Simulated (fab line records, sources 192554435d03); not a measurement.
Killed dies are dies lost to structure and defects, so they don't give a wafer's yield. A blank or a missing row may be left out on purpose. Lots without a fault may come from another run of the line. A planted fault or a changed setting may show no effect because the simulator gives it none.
Split-lot experiment | flow n5_finfet | 7 lots, 21 wafers read, on a route of 1938 steps

THE SPLIT
At N5_PASSIVATION_PECVD_53 (deposits SiO2 from TEOS/O2, target thk 800 nm, time 169.4 s), the setting temp_c was moved away from the recipe's 400 C on 9 of the 21 wafers read, by -2.1% to +4.2%. The other wafers ran this setting at the recipe's value.

The reading is taken at the split's own step.

THE READING
SiO2_of_PASSIVATION_PECVD_53.thk_nm (the simulator's own value, which no gauge read), in nm, at N5_PASSIVATION_PECVD_53 (deposits SiO2 from TEOS/O2, target thk 800 nm, time 169.4 s). The file gives no usual value for it. The 12 wafers here that ran the recipe average 796.6 nm, standard deviation 13 nm.

wafer  | tool, chamber at the split | temp_c as run, C | against the recipe | SiO2_of_PASSIVATION_PECVD_53.thk_nm, nm | against lot-mates on the recipe
L078.1 | pecvd-03, 1                | 400              | recipe             | 783.8                                   | -
L078.2 | pecvd-03, 2                | 405.7            | +1.4%              | 753.6                                   | -30.2
L078.6 | pecvd-03, 0                | 405.7            | +1.4%              | 765.4                                   | -18.4
L079.1 | pecvd-02, 2                | 391.6            | -2.1%              | 824.4                                   | +14.2
L079.3 | pecvd-02, 1                | 391.6            | -2.1%              | 831.6                                   | +21.4
L079.5 | pecvd-02, 0                | 400              | recipe             | 810.2                                   | -
L080.2 | pecvd-04, 0                | 391.5            | -2.1%              | 835                                     | +43.9
L080.3 | pecvd-04, 2                | 400              | recipe             | 793                                     | -
L080.4 | pecvd-04, 2                | 400              | recipe             | 789.2                                   | -
L082.2 | pecvd-03, 2                | 400              | recipe             | 780.6                                   | -
L082.5 | pecvd-03, 0                | 400              | recipe             | 816.4                                   | -
L082.6 | pecvd-03, 2                | 404.8            | +1.2%              | 778                                     | -20.5
L084.4 | pecvd-04, 0                | 406.5            | +1.6%              | 756.4                                   | -48.8
L084.5 | pecvd-04, 1                | 406.5            | +1.6%              | 764.6                                   | -40.6
L084.6 | pecvd-04, 2                | 400              | recipe             | 805.2                                   | -
L093.1 | pecvd-02, 1                | 400              | recipe             | 810.2                                   | -
L093.3 | pecvd-02, 0                | 400              | recipe             | 808.8                                   | -
L093.4 | pecvd-02, 1                | 417              | +4.2%              | 723                                     | -86.5
L097.1 | pecvd-03, 1                | 400              | recipe             | 791.6                                   | -
L097.3 | pecvd-03, 2                | 400              | recipe             | 771.2                                   | -
L097.6 | pecvd-03, 0                | 400              | recipe             | 799.4                                   | -

THE FIT
A straight line over all 21 wafers: SiO2_of_PASSIVATION_PECVD_53.thk_nm changes by -18 nm for each +1% of temp_c; r = -0.91; the points scatter about the line by 12 nm.
The same after taking each lot's own level away (the mean of its wafers on the recipe; 21 wafers): -17.9 nm for each +1%; r = -0.92; scatter 11 nm.
On that fit, the largest move of temp_c shifts the reading by 76 nm.
The lots' own levels span 783.80 to 810.20 nm, that is 2.0 times the standard deviation above.
So the lot-to-lot level changes the slope little: the two slopes agree.
Check: with one of the wafers moved furthest among these (+4.2%) left out of the fit, the line predicts -74.3 nm for it against its lot-mates. It came out at -86.5 nm against them.

THE WHOLE CHAIN: every reading that the file lists as answering this split, in the file's order
step                    | what it does                                                | reading                                                                              | change (the file's fit)                                                        | r (the file's)
N5_PASSIVATION_PECVD_53 | deposits SiO2 from TEOS/O2, target thk 800 nm, time 169.4 s | SiO2_of_PASSIVATION_PECVD_53.thk_nm (the simulator's own value, which no gauge read) | -19 nm for each +1% of the setting                                             | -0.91
N5_PASSIVATION_PROBE_49 |                                                             | killed_at_front_end                                                                  | not straight: 63 at the lowest setting, 48 at the recipe, 26 at the highest    | not given
N5_PASSIVATION_PROBE_49 |                                                             | killed_at_other                                                                      | not straight: 52 at the lowest setting, 3.7 at the recipe, 5 at the highest    | not given
N5_PASSIVATION_PROBE_49 |                                                             | sort_bin_6_memory                                                                    | not straight: 4.2 at the lowest setting, 4.0 at the recipe, 3.3 at the highest | not given

THE FILE'S OWN FIT
SiO2_of_PASSIVATION_PECVD_53.thk_nm changes by -19 nm for each +1% of temp_c, r = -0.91.
